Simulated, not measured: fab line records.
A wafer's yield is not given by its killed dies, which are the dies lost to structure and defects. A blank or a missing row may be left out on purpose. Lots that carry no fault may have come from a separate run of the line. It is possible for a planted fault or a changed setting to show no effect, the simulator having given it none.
fab line records	flow n5Finfet
record lots=7	wafers=39
route steps=1938 shown DUMMY_GATE@228 SD_EPI_N@288 SD_EPI_P@321 MOL_CONTACT_COAG@562
startH: start of the lot's first displayed wafer, in hours after the record's first day	waitH: time in hours since the lot's previous step	" same as the row above	L1.1+2: a single row standing in for several wafers	- value missing, or start not given	* or withheld: withheld	< > ~ a bound
route shown NAME@n: NAME is a module with steps in the file, n the number in the route of the first one	usual: mean/standard deviation taken from wafers without a fault	same: alike in all rows	chamber/n: place in a boat	sites: the reading at each site	_std_site: how widely they spread, as a standard deviation	_edge_site: outer sites' mean less inner sites'	radiusMm: for every site, how far away it sits from the centre of the wafer	mask NAME#n: copy n	behind: tool/chamber where the wafer was last shaped	hold: why the lot was held/for how many hours/how that ended	device: names the non-switching transistor (n, p or np)	end of line: the tests these same wafers got at the end of their route	where a step has no rows: the recipe by itself	killed: dies that structure and defects cost at the first sort, which is not the same as the wafer's yield	map: the dies of a wafer, with x for killed, . for not killed, _ for no die there
set.NAME: setting as actually run; set.NAME@STEP: the setting as run at that earlier step	model.NAME: the simulator's own value behind a step, which no gauge read
lots with deliberately changed settings; one table per step, one row per wafer
## steps
# step N5_DUMMY_GATE_EXPOSE_12
# recipe maskId=GATE	na=0.33	sourceShape=annular	sigmaInner=0.2	sigmaOuter=0.6	polarization=unpolarized	targetCdNm=25	doseMj=34
lot.wafer	tool	chamber	startH	waitH	mask	set.doseMj
L077.1+2+3+4+5+6	euvScanner-02	0	65.25	-	GATE#0	34
L078.1+2+5	euvScanner-02	0	71.36	-	GATE#0	34
L078.3+4+6	"	0	"	"	GATE#0	35.69
L080.1+3+5	euvScanner-02	0	83.51	-	GATE#0	34
L080.2+4+6	"	0	"	"	GATE#0	32.46
L085.1+4+6	euvScanner-01	0	115.58	-	GATE#0	35.21
L085.2+3+5	"	0	"	"	GATE#0	34
L091.1+2+3	euvScanner-02	0	146.59	-	GATE#0	32.88
L091.4+5+6	"	0	"	"	GATE#0	34
L093.1+2+5	euvScanner-01	0	161.06	-	GATE#0	34
L095.1+3+4	euvScanner-01	0	171.10	-	GATE#0	34
L095.2+5+6	"	0	"	"	GATE#0	36.64
# step N5_DUMMY_GATE_PEB_13
# recipe pebTempC=100	pebTimeS=60	resist=CAR-EUV
# step N5_DUMMY_GATE_DEVELOP_14
# recipe developTimeS=30	developer=TMAH	resist=CAR-EUV	rinseLiquid=surfactantRinse	dry=airSpin	devTempC=23
# step N5_DUMMY_GATE_CD_MEAS_15
# recipe targetCdNm=25.8	landingEnergyEv=500	detector=seInlens
# usual cdNm=25.02/0.24
lot.wafer	tool	chamber	startH	waitH	set.doseMj@DUMMY_GATE_EXPOSE_12	cdNm
L077.1	cdSem-01	0	65.37	-	34	25.21
L077.2	"	0	"	"	34	25.14
L077.3	"	0	"	"	34	24.86
L077.4	"	0	"	"	34	25.09
L077.5	"	0	"	"	34	25.08
L077.6	"	0	"	"	34	25.02
L078.1	cdSem-03	0	71.49	-	34	25.18
L078.2	"	0	"	"	34	25.39
L078.3	"	0	"	"	35.69	23.88
L078.4	"	0	"	"	35.69	24.34
L078.5	"	0	"	"	34	25.48
L078.6	"	0	"	"	35.69	24.15
L080.1	cdSem-03	0	83.63	-	34	25.32
L080.2	"	0	"	"	32.46	25.84
L080.3	"	0	"	"	34	25.31
L080.4	"	0	"	"	32.46	26.00
L080.5	"	0	"	"	34	24.82
L080.6	"	0	"	"	32.46	26.05
L085.1	cdSem-02	0	115.70	-	35.21	24.11
L085.2	"	0	"	"	34	25.06
L085.3	"	0	"	"	34	24.60
L085.4	"	0	"	"	35.21	24.37
L085.5	"	0	"	"	34	24.78
L085.6	"	0	"	"	35.21	24.22
L091.1	cdSem-01	0	146.72	-	32.88	26.06
L091.2	"	0	"	"	32.88	25.76
L091.3	"	0	"	"	32.88	25.77
L091.4	"	0	"	"	34	25.08
L091.5	"	0	"	"	34	24.57
L091.6	"	0	"	"	34	24.99
L093.1	cdSem-01	0	161.19	-	34	25.11
L093.2	"	0	"	"	34	25.29
L093.5	"	0	"	"	34	25.32
L095.1	cdSem-01	0	171.23	-	34	25.07
L095.2	"	0	"	"	36.64	23.70
L095.3	"	0	"	"	34	25.07
L095.4	"	0	"	"	34	25.00
L095.5	"	0	"	"	36.64	23.59
L095.6	"	0	"	"	36.64	23.47
# step N5_SD_EPI_N_EPI_21
# recipe material=Si:P	dopant=P	tempC=680	pressureTorr=255	timeS=690
lot.wafer	tool	chamber	startH	waitH	set.tempC	model.Si-P_of_SD_EPI_N_EPI_21.thkNm
L077.1+5	epiRpcvd-03	0	69.74	0.1	680	58.6
L077.2+4	"	0	"	"	680	59
L077.3	"	0	"	"	680	59.2
L077.6	"	0	"	"	680	58.4
L078.1	epiRpcvd-04	0	75.99	0.2	676.5	55.2
L078.2	"	0	"	"	676.5	54.8
L078.3	"	0	"	"	680	59.8
L078.4	"	0	"	"	676.5	55.6
L078.5	"	0	"	"	680	58.6
L078.6	"	0	"	"	680	58.4
L080.1	epiRpcvd-04	0	88.02	0.2	680	58.8
L080.2+3+6	"	0	"	"	682.8	62.6
L080.4+5	"	0	"	"	680	59.4
L085.1+2+3+5	epiRpcvd-03	0	119.80	0.1	680	58.2
L085.4	"	0	"	"	680	58.4
L085.6	"	0	"	"	680	58
L091.1	epiRpcvd-01	0	151.54	0.2	680	59.4
L091.2+4	"	0	"	"	677.6	56.2
L091.3+6	"	0	"	"	680	58.8
L091.5	"	0	"	"	677.6	56
L093.1	epiRpcvd-04	0	165.84	0.1	680	58.2
L093.2	"	0	"	"	680	60
L093.5	"	0	"	"	680	58.6
L095.1	epiRpcvd-03	0	175.44	0.1	680	58.4
L095.2+3	"	0	"	"	680	58.2
L095.4	"	0	"	"	682.6	60.2
L095.5	"	0	"	"	682.6	60
L095.6	"	0	"	"	682.6	60.4
# step N5_SD_EPI_N_PRECLEAN_24
# recipe chemistry=O3/DIW	timeS=60	tempC=22	o3Ppm=10
lot.wafer	tool	chamber	startH	waitH	set.tempC@SD_EPI_N_EPI_21	model.Si-P_of_SD_EPI_N_EPI_21.thkNm
L077.1+5+6	wetBench-01	0,6,1	71.50	0.0	680	58.2
L077.2+4	"	3,2	"	"	680	58.6
L077.3	"	7	"	"	680	58.8
L078.1	wetBench-01	7	78.31	0.0	676.5	54.8
L078.2	"	6	"	"	676.5	54.4
L078.3	"	5	"	"	680	59.4
L078.4	"	1	"	"	676.5	55.2
L078.5	"	2	"	"	680	58.2
L078.6	"	0	"	"	680	58
L080.1	wetBench-01	7	90.34	0.0	680	58.6
L080.2+3+6	"	2,1,5	"	"	682.8	62.2
L080.4+5	"	6,0	"	"	680	59
L085.1+2+3+5	wetBench-03	3,4,2,7	121.55	0.0	680	57.8
L085.4	"	6	"	"	680	58
L085.6	"	5	"	"	680	57.6
L091.1	wetBench-02	3	153.85	0.0	680	58.8
L091.2	"	4	"	"	677.6	56
L091.3+6	"	2,5	"	"	680	58.4
L091.4	"	6	"	"	677.6	55.8
L091.5	"	1	"	"	677.6	55.6
L093.1	wetBench-02	1	167.59	0.0	680	57.8
L093.2	"	4	"	"	680	59.6
L093.5	"	5	"	"	680	58.2
L095.1	wetBench-02	4	177.19	0.0	680	58
L095.2	"	3	"	"	680	57.6
L095.3	"	5	"	"	680	57.8
L095.4	"	0	"	"	682.6	59.8
L095.5	"	1	"	"	682.6	59.6
L095.6	"	2	"	"	682.6	60
# step N5_SD_EPI_P_EPI_21
# recipe material=SiGe:B	dopant=B	tempC=550	pressureTorr=20	ambient=H2	timeS=355
lot.wafer	tool	chamber	startH	waitH	set.timeS	model.SiGe-B_of_SD_EPI_P_EPI_21.thkNm
L077.1	epiRpcvd-03	0	73.73	0.1	355	62.2
L077.2	"	0	"	"	296.5	55.4
L077.3	"	0	"	"	355	61.4
L077.4	"	0	"	"	296.5	55.2
L077.5	"	0	"	"	296.5	54.8
L077.6	"	0	"	"	355	62.6
L078.1+4	epiRpcvd-04	0	80.94	0.2	355	62.4
L078.2	"	0	"	"	409.9	68.6
L078.3	"	0	"	"	355	62.6
L078.5	"	0	"	"	409.9	68.8
L078.6	"	0	"	"	409.9	68
L080.1+5	epiRpcvd-04	0	92.81	0.2	294.1	53.8
L080.2+4	"	0	"	"	355	60.4
L080.3	"	0	"	"	355	60.2
L080.6	"	0	95.21	2.4	294.1	53.6
L085.1	epiRpcvd-02	0	123.78	0.1	355	61.6
L085.2	"	0	"	"	415.9	69.2
L085.3	"	0	"	"	415.9	69
L085.4	"	0	"	"	415.9	68.2
L085.5	"	0	"	"	355	62.4
L085.6	"	0	"	"	355	62
L091.1	epiRpcvd-02	0	156.46	0.1	355	61.8
L091.2	"	0	"	"	355	62
L091.3	"	0	"	"	384.1	65.2
L091.4	"	0	"	"	384.1	65.6
L091.5	"	0	"	"	384.1	65.8
L091.6	"	0	"	"	355	63
L093.1	epiRpcvd-03	0	169.82	0.1	355	60.6
L093.2	"	0	"	"	355	59.6
L093.5	"	0	171.26	1.5	355	60.4
L095.1	epiRpcvd-03	0	179.55	0.1	355	61.2
L095.2	"	0	"	"	296.3	54.6
L095.3	"	0	"	"	355	60.8
L095.4	"	0	"	"	296.3	54.2
L095.5	"	0	"	"	355	61.8
L095.6	"	0	"	"	296.3	55
# step N5_SD_EPI_P_EPI_MEAS_23
# recipe mode=xrd
# usual thkNm=60.7/1.3
lot.wafer	tool	chamber	startH	waitH	set.timeS@SD_EPI_P_EPI_21	thkNm
L077.1	filmMetro-02	-	75.94	1.9	355	62.1
L077.2	"	-	"	"	296.5	56.5
L077.3	"	-	"	"	355	62.3
L077.4	"	-	"	"	296.5	54.2
L077.5	"	-	"	"	296.5	53.8
L077.6	"	-	"	"	355	63.0
L078.1	filmMetro-02	-	83.85	2.4	355	62.5
L078.2	"	-	"	"	409.9	67.7
L078.3	"	-	"	"	355	61.0
L078.4	"	-	"	"	355	63.1
L078.5	"	-	"	"	409.9	69.6
L078.6	"	-	"	"	409.9	68.5
L080.1	filmMetro-02	-	95.73	2.5	294.1	54.0
L080.2	"	-	"	"	355	60.9
L080.3	"	-	"	"	355	58.4
L080.4	"	-	"	"	355	59.2
L080.5	"	-	"	"	294.1	55.1
L080.6	"	-	"	"	294.1	53.9
L085.1	filmMetro-02	-	125.98	1.8	355	60.7
L085.2	"	-	"	"	415.9	67.6
L085.3	"	-	"	"	415.9	67.7
L085.4	"	-	"	"	415.9	68.5
L085.5	"	-	"	"	355	63.0
L085.6	"	-	"	"	355	63.0
L091.1	filmMetro-02	-	158.66	1.8	355	61.3
L091.2	"	-	"	"	355	61.7
L091.3	"	-	"	"	384.1	65.9
L091.4	"	-	"	"	384.1	64.7
L091.5	"	-	"	"	384.1	65.6
L091.6	"	-	"	"	355	62.9
L093.1	filmMetro-01	-	172.01	1.8	355	62.1
L093.2	"	-	"	"	355	58.5
L093.5	"	-	"	"	355	59.8
L095.1	filmMetro-02	-	181.74	1.8	355	60.6
L095.2	"	-	"	"	296.3	55.3
L095.3	"	-	"	"	355	60.1
L095.4	"	-	"	"	296.3	53.4
L095.5	"	-	"	"	355	61.9
L095.6	"	-	"	"	296.3	54.7
# step N5_SD_EPI_P_HM_STRIP_48
# recipe chemistry=H3PO4	tempC=160	material=SiNx	target=SiNx	targetDepthA=30	overetchFraction=0.3
lot.wafer	tool	chamber	startH	waitH	set.timeS@SD_EPI_P_EPI_21	model.SiGe-B_of_SD_EPI_P_EPI_21.thkNm
L077.1	wetBench-04	0	75.98	0.0	355	61.8
L077.2	"	5	"	"	296.5	55.2
L077.3	"	2	"	"	355	61.2
L077.4	"	6	"	"	296.5	55
L077.5	"	1	"	"	296.5	54.6
L077.6	"	7	"	"	355	62.2
L078.1+4	wetBench-06	6,0	83.89	0.0	355	62.2
L078.2	"	4	"	"	409.9	68.2
L078.3	"	7	"	"	355	62.4
L078.5	"	5	"	"	409.9	68.4
L078.6	"	1	"	"	409.9	67.6
L080.1	wetBench-04	6	95.77	0.0	294.1	53.6
L080.2	"	7	"	"	355	60
L080.3	"	2	"	"	355	59.8
L080.4	"	3	"	"	355	60.2
L080.5+6	"	4,5	"	"	294.1	53.4
L085.1	wetBench-05	1	126.03	0.0	355	61.4
L085.2+3	"	3,4	"	"	415.9	68.8
L085.4	"	2	"	"	415.9	68
L085.5	"	0	"	"	355	62
L085.6	"	7	"	"	355	61.6
L091.1	wetBench-05	6	158.69	0.0	355	61.4
L091.2	"	5	"	"	355	61.6
L091.3	"	4	"	"	384.1	64.8
L091.4	"	3	"	"	384.1	65.2
L091.5	"	1	"	"	384.1	65.4
L091.6	"	2	"	"	355	62.6
L093.1	wetBench-04	4	172.05	0.0	355	60.4
L093.2	"	7	"	"	355	59.4
L093.5	"	1	"	"	355	60
L095.1	wetBench-04	2	181.78	0.0	355	61
L095.2	"	0	"	"	296.3	54.4
L095.3	"	7	"	"	355	60.4
L095.4	"	1	"	"	296.3	54
L095.5	"	6	"	"	355	61.6
L095.6	"	3	"	"	296.3	54.8
# step N5_MOL_CONTACT_COAG_ALD_123
# recipe material=SiNx	targetThkA=50	tempC=400	aldPrecursorFamily=SiH2I2	aldCoReactant=N2/H2-plasma	pulseTimeS=1	purgeTimeS=2	coReactantPurgeTimeS=2	aldCycles=100	pressureTorr=2
lot.wafer	tool	chamber	startH	waitH	set.aldCycles	model.SiNx_of_MOL_CONTACT_COAG_ALD_123.thkNm
L077.1+2+3	aldSin-03	0,3,1	114.53	0.0	88	4.4
L077.4+5+6	"	2,2,3	"	"	100	5
L078.1+2+6	aldSin-01	1,3,0	124.26	0.0	100	5
L078.3+4+5	"	2,0,1	"	"	95	4.8
L080.1+2+6	aldSin-01	3,0,3	134.64	0.1	83	4.2
L080.3+4+5	"	2,1,2	"	"	100	5
L085.1+2+6	aldSin-04	2,1,1	168.17	0.0	89	4.4
L085.3+4+5	"	3,0,2	"	"	100	5
L091.1+2+5	aldSin-01	2,1,3	197.09	0.0	100	5
L091.3+4+6	"	0,3,0	"	"	111	5.6
L093.1+2+5	aldSin-01	0,2,2	208.55	0.0	100	5
L095.1+3+6	aldSin-01	3,0,3	220.80	0.8	100	5
L095.2+4+5	"	1,2,0	"	"	92	4.6
# step N5_MOL_CONTACT_COAG_ALD_133
# recipe material=SiO2	targetThkA=50	tempC=100	aldPrecursorFamily=BDEAS	aldCoReactant=O2-plasma	pulseTimeS=1	coReactantPulseTimeS=1	purgeTimeS=2	coReactantPurgeTimeS=2	aldCycles=35	pressureTorr=2
lot.wafer	tool	chamber	startH	waitH	set.tempC
L077.1+3+4	aldSin-01	3,0,1	116.89	0.1	101.7
L077.2+5+6	"	2,3,2	"	"	100
L078.1+3+5	aldSin-03	0,2,1	126.74	0.1	98.08
L078.2+4+6	"	3,1,0	"	"	100
L080.1+3+5	aldSin-01	1,3,2	137.01	0.1	100
L080.2+4+6	"	2,0,3	"	"	101.5
L085.1+3+6	aldSin-03	3,1,3	170.79	0.1	100
L085.2+4+5	"	0,1,0	"	"	103.1
L091.1+2+4	aldSin-03	0,3,2	199.69	0.1	100
L091.3+5+6	"	2,3,0	"	"	104.7
L093.1+2+5	aldSin-04	3,0,3	211.44	0.1	100
L095.1+2+6	aldSin-04	3,2,1	225.70	0.3	103.2
L095.3+4+5	"	1,0,2	"	"	100
# step N5_MOL_CONTACT_COAG_ETCHBACK_134
# recipe chemistry=CHF3	target=SiO2	targetDepthA=100	timeS=6.7	ionEnergyEv=200	pressureMtorr=30	sourceW=610	biasW=170	Ar_flow_sccm=200	CHF3_flow_sccm=50
# step N5_MOL_CONTACT_COAG_ETCH_67
# recipe chemistry=N2/H2	target=SOC	targetDepthA=600	overetchA=210	maskMaterial=SiARC	tempC=40	timeS=101.2	ionEnergyEv=200	pressureMtorr=30	sourceW=840	biasW=150	n2FlowSccm=200	h2FlowSccm=200
# step N5_MOL_CONTACT_COAG_STRIP_120
# recipe chemistry=CHF3	resist=SiARC	rfFrequencyHz=6e+07
# step N5_MOL_CONTACT_COAG_VIA_ETCH_117
# recipe chemistry=C4F6/O2	targetDepthA=400	overetchA=80	maskMaterial=SOC	target=SiO2	biasW=455	pressureMtorr=10	timeS=26	sourceW=325	Ar_flow_sccm=300	C4F6_flow_sccm=10	O2_flow_sccm=10	ionEnergyEv=575.3	ends=endPoint
# step N5_MOL_CONTACT_COAG_ETCH_124
# recipe chemistry=CH3F/O2	target=SiNx	targetDepthA=65	maskMaterial=SOC	stopOn=SiOC	overEtchFrac=0.3	ionEnergyEv=120	pressureMtorr=30	sourceW=395	biasW=73	Ar_flow_sccm=150	CH3F_flow_sccm=30	O2_flow_sccm=20	ends=endPoint
lot.wafer	tool	chamber	startH	waitH	set.aldCycles@MOL_CONTACT_COAG_ALD_123	model.etch.depthNm
L077.1	rieDiel-03	2	117.25	0.0	88	4.383
L077.2	"	1	"	"	88	4.39
L077.3	"	3	"	"	88	4.406
L077.4	"	0	"	"	100	5.009
L077.5	"	1	"	"	100	4.994
L077.6	"	2	"	"	100	4.981
L078.1	rieDiel-05	2	127.10	0.0	100	5.018
L078.2	"	3	"	"	100	4.971
L078.3	"	1	"	"	95	4.732
L078.4	"	0	"	"	95	4.759
L078.5	"	0	"	"	95	4.752
L078.6	"	3	"	"	100	4.983
L080.1	rieDiel-01	0	137.43	0.0	83	4.158
L080.2	"	3	"	"	83	4.179
L080.3	"	1	"	"	100	5.026
L080.4	"	0	"	"	100	5.062
L080.5	"	3	"	"	100	5.023
L080.6	"	1	"	"	83	4.173
L085.1	rieDiel-05	0	171.15	0.0	89	4.461
L085.2	"	3	"	"	89	4.441
L085.3	"	1	"	"	100	5.012
L085.4	"	2	"	"	100	4.966
L085.5	"	2	"	"	100	5.007
L085.6	"	3	"	"	89	4.419
L091.1	rieDiel-03	1	200.05	0.0	100	5.012
L091.2	"	3	"	"	100	5.033
L091.3	"	2	"	"	111	5.556
L091.4	"	0	"	"	111	5.536
L091.5	"	1	"	"	100	5.003
L091.6	"	0	"	"	111	5.554
L093.1	rieDiel-01	0	211.81	0.0	100	5.015
L093.2	"	1	"	"	100	4.983
L093.5	"	0	"	"	100	4.999
L095.1+6	rieDiel-03	1,0	226.07	0.0	100	4.99
L095.2	"	3	"	"	92	4.622
L095.3	"	2	"	"	100	4.983
L095.4	"	0	"	"	92	4.56
L095.5	"	3	"	"	92	4.555
## key
split step=N5_DUMMY_GATE_EXPOSE_12	setting=doseMj	stated=34	by=wafer
response step=N5_DUMMY_GATE_CD_MEAS_15	reading=cdNm	change=-0.205	per=1%	r=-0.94
split step=N5_SD_EPI_N_EPI_21	setting=tempC	stated=680	by=wafer
response step=N5_SD_EPI_N_EPI_21	reading=model.Si-P_of_SD_EPI_N_EPI_21.thkNm	change=+7.19	per=1%	r=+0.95
response step=N5_SD_EPI_N_PRECLEAN_24	reading=model.Si-P_of_SD_EPI_N_EPI_21.thkNm	change=+7.12	per=1%	r=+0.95
split step=N5_SD_EPI_P_EPI_21	setting=timeS	stated=355	by=wafer
response step=N5_SD_EPI_P_EPI_21	reading=model.SiGe-B_of_SD_EPI_P_EPI_21.thkNm	change=+0.399	per=1%	r=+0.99
response step=N5_SD_EPI_P_EPI_MEAS_23	reading=thkNm	change=*	per=1%	r=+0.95
response step=N5_SD_EPI_P_HM_STRIP_48	reading=model.SiGe-B_of_SD_EPI_P_EPI_21.thkNm	change=+0.394	per=1%	r=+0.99
split step=N5_MOL_CONTACT_COAG_ALD_123	setting=aldCycles	stated=100	by=wafer
response step=N5_MOL_CONTACT_COAG_ALD_123	reading=model.SiNx_of_MOL_CONTACT_COAG_ALD_123.thkNm	change=+0.05	per=1%	r=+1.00
response step=N5_MOL_CONTACT_COAG_ETCH_124	reading=model.etch.depthNm	change=+0.0503	per=1%	r=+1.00
split step=N5_MOL_CONTACT_COAG_ALD_133	setting=tempC	stated=100	by=wafer
response none clear
